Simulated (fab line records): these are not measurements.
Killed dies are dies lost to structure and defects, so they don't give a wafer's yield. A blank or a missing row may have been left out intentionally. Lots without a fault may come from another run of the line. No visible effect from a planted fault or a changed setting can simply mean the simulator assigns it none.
Chamber matching	flow n5-finfet	rie-diel-01 running N5_MOL_CONTACT_COAG_ETCH_66: 4 sister chambers
The step etches SiARC in CF4, target depth 13 nm, time 21.7 s. 4 wafers are shown with their chamber, then 7 later ones without.

WAFERS WITH THEIR CHAMBER
wafer	chamber	drypump-motor-current-A (A)
L077.1	2	4.9
L077.2	1	5.6
L082.2	0	6.5
L082.3	3	5.2

WAFERS MISSING THEIR CHAMBER
wafer	drypump-motor-current-A (A)
L082.5	6.5
L090.2	5.6
L090.3	5.0
L090.6	5.0
L093.3	6.5
L093.4	6.5
L093.5	5.2

WHICH CHAMBER EACH ONE RAN IN
wafer	from the rows above	in truth
L082.5	0	0
L090.2	1	1
L090.3	can't be placed: 2 or 3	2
L090.6	can't be placed: 2 or 3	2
L093.3	0	0
L093.4	0	0
L093.5	3	3
Placed correctly: 5 of 7. Can't be placed from these rows: 2 (the true chamber is among the candidates in 2). Wrongly placed: 0.
How it was worked out, from the rows above alone: a wafer's distance from a chamber is the root of the sum, over the readings, of the square of ((its reading less the chamber's mean) divided by the reading's scatter). If the next closest chamber is less than 2 further off than the closest, the wafer can't be placed; otherwise it belongs to the closest. Each chamber's mean is taken over the wafers shown for it. The scatter: root of mean squared gap, hidden wafer to nearest shown wafer, with one shown wafer a chamber.
